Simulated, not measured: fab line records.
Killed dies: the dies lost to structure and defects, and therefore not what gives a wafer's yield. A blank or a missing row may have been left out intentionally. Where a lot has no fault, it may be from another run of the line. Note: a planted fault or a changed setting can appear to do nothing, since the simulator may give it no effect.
Split-lot trial | flow n5Finfet | 21 wafers read across 7 lots, on a route 1938 steps long

== SPLIT DETAILS ==
At N5_PASSIVATION_ETCH_59 (etches TaN in Cl2/BCl3, target depth 65 nm, time 34.9 s), the setting timeS was moved away from the recipe's 34.9 s on 8 of the 21 wafers read, by -17.7% to +18.2%. All remaining wafers had this setting at the recipe value.

The reading is taken at the split's own step.

== THE READING ==
etch.depthNm (the simulator's own value, which no gauge read), in nm, at N5_PASSIVATION_ETCH_59 (etches TaN in Cl2/BCl3, target depth 65 nm, time 34.9 s). The file gives no usual value for it. Across the 13 wafers here that went through the recipe, the average is 65.65 nm and the standard deviation 2 nm.

wafer  | tool, chamber at the split | timeS as run, s | against the recipe | etch.depthNm, nm | against lot-mates on the recipe
L076.3 | rieMetal-03, 0             | 41.24           | +18.2%             | 79.59            | +12.39
L076.5 | rieMetal-03, 0             | 34.9            | recipe             | 67.95            | -
L076.6 | rieMetal-03, 1             | 34.9            | recipe             | 66.46            | -
L079.2 | rieMetal-01, 0             | 34.9            | recipe             | 63.64            | -
L079.5 | rieMetal-01, 0             | 34.9            | recipe             | 63.58            | -
L079.6 | rieMetal-01, 1             | 34.9            | recipe             | 68.01            | -
L078.1 | rieMetal-03, 0             | 37.84           | +8.4%              | 73.48            | +5.66
L078.3 | rieMetal-03, 0             | 34.9            | recipe             | 67.4             | -
L078.6 | rieMetal-03, 0             | 34.9            | recipe             | 68.25            | -
L080.1 | rieMetal-01, 0             | 34.9            | recipe             | 64.14            | -
L080.3 | rieMetal-01, 0             | 28.73           | -17.7%             | 52.84            | -11.30
L080.4 | rieMetal-01, 1             | 28.73           | -17.7%             | 56.57            | -7.57
L083.3 | rieMetal-02, 1             | 41.08           | +17.7%             | 82.95            | +17.62
L083.4 | rieMetal-02, 0             | 34.9            | recipe             | 65.33            | -
L083.6 | rieMetal-02, 0             | 41.08           | +17.7%             | 77.05            | +11.72
L085.3 | rieMetal-03, 0             | 34.9            | recipe             | 68.15            | -
L085.5 | rieMetal-03, 0             | 30.92           | -11.4%             | 59.56            | -8.59
L085.6 | rieMetal-03, 1             | 30.92           | -11.4%             | 60.19            | -7.96
L087.2 | rieMetal-01, 0             | 34.9            | recipe             | 63.39            | -
L087.4 | rieMetal-01, 0             | 34.9            | recipe             | 63.24            | -
L087.5 | rieMetal-01, 0             | 34.9            | recipe             | 63.86            | -

THE FIT
A straight line over all 21 wafers: etch.depthNm changes by +0.702 nm for each +1% of timeS; r = +0.95; the points scatter about the line by 2.2 nm.
The same after taking each lot's own level away (the mean of its wafers on the recipe; 21 wafers): +0.686 nm for each +1%; r = +0.97; scatter 1.8 nm.
According to that fit, moving timeS by its largest amount changes the reading by 12 nm.
The lots' own levels span 63.497 to 68.150 nm, that is 2.3 times the standard deviation above.
The two slopes agree, so the slope changes little with the lot-to-lot level.
Check: for one of the wafers moved furthest among these (+18.2%), held out of the fit, the line's prediction against its lot-mates is +13.1 nm. Against them it came out at +12.4 nm.

== ADDITIONAL SPLITS CARRIED BY THESE WAFERS ==
Other splits were also applied to these wafers ahead of the reading. Each is held against what the fit with the lots' levels taken away leaves over:
other split on the same wafers | wafers away from the commonest value | r with etch.depthNm (lot level and that fit taken away)
N5_BEOL_M12_SPUTTER_44 powerW  | 5                                    | -0.20
N5_BEOL_M13_COAT_22 spinRpm    | 6                                    | +0.06
N5_BEOL_M13_EXPOSE_25 doseMj   | 5                                    | -0.35
N5_BEOL_M14_ETCH_68 timeS      | 7                                    | -0.41
N5_MIM_BOT_SPUTTER_00 timeS    | 7                                    | +0.17
N5_MIM_TOP_SPUTTER_03 powerW   | 5                                    | -0.24

== THE FILE'S OWN FIT ==
etch.depthNm changes by +0.686 nm for each +1% of timeS, r = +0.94.
